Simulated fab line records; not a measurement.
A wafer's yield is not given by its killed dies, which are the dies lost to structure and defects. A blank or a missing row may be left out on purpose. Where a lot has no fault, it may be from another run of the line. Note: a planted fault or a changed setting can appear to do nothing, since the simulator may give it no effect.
A lot that was struck, set against a sound lot :: flow nand-harc :: 17 steps out of a route of 1302
Sound: the wafers L390.2, L390.3, L390.5. Wafers struck: L399.2, L399.3, L399.5. The cause comes at the end.
At each step with rows: each side's tool, then ch and its chambers, then its first start. Under that, the readings that differ: sound wafers :: struck wafers :: difference of the means :: sigmas: that difference in standard deviations of wafers without a fault.
alike: a reading whose means differ by less than 2 such deviations, as well as words and numbers matching on both sides. not compared: withheld readings; readings where some wafer has no value; bounds like >300 that might hide an equal value; numbers whose values overlap and for which the record gives no deviation.
The two part at a step that has a row with sigmas, a row that says differs or no value, or rows on one side only. Non-overlapping numbers with no deviation appear without sigmas and do not part them. A reading missing from all wafers of one side parts the sides only when that side holds two or more wafers.

NHARC_P_ZERO_WELL_CD_MEAS_37: the cd target is 720 nm.
  sound on cd-sem-01 ch 0, day 4 02:10; struck on cd-sem-02 ch 0, day 7 20:01
  alike: cd-nm
then, 1 step without rows for these wafers: NHARC_P_ZERO_WELL_HARDBAKE_38 (time 80 s).
NHARC_P_ZERO_WELL_DESCUM_39: chemistry O2, time 3 s.
  sound on rie-diel-04 ch 2,3, day 4 02:20; struck on rie-diel-13 ch 0,2,3, day 7 20:11
  alike: drypump-motor-current-A, o2-flow-sccm, oes-product-au, rf-vpp-V, showerhead-plenum-p-Torr, throttle-valve-pct
  not compared: rf-hours-counter-h
then, 9 steps without rows for these wafers: NHARC_P_ZERO_WELL_IMPLANT_40; NHARC_P_ZERO_WELL_IMPLANT_59; NHARC_P_ZERO_WELL_IMPLANT_60; NHARC_P_ZERO_WELL_STRIP_41 (strips in SPM, time 840 s); NHARC_P_ZERO_WELL_DEHYDRATE_44 (time 120 s); NHARC_P_ZERO_WELL_HMDS_45 (time 30 s); NHARC_P_ZERO_WELL_COAT_46; NHARC_P_ZERO_WELL_SOFTBAKE_47 (time 95 s); NHARC_P_ZERO_WELL_EBR_48.
NHARC_P_ZERO_WELL_EXPOSE_49: exposes mask P HVPW, target cd 2000 nm.
  sound on krf-scanner-04 ch 0, day 4 03:40; struck on krf-scanner-04 ch 0, day 7 21:31
reading: mask
sound: P_HVPW#0 P_HVPW#0 P_HVPW#0
struck: P_NWELL#0 P_NWELL#0 P_NWELL#0
difference: differs
sigmas: 
then, 2 steps without rows for these wafers: NHARC_P_ZERO_WELL_PEB_50 (peb time 85 s); NHARC_P_ZERO_WELL_DEVELOP_51 (time 70 s).
NHARC_P_ZERO_WELL_CD_MEAS_52: the cd target is 2000 nm.
  sound on cd-sem-02 ch 0, day 4 03:49; struck on cd-sem-01 ch 0, day 7 21:40
reading: cd-nm (nm)
sound: 2001.0 2000.4 1996.1
struck: - - -
difference: no value on the struck wafers
sigmas: 
then, 1 step without rows for these wafers: NHARC_P_ZERO_WELL_HARDBAKE_53 (time 80 s).

== WHERE THEY PART ==
At NHARC_P_ZERO_WELL_EXPOSE_49 first; at NHARC_P_ZERO_WELL_CD_MEAS_52 last (within this record only).

WHY: whatever the simulator had introduced
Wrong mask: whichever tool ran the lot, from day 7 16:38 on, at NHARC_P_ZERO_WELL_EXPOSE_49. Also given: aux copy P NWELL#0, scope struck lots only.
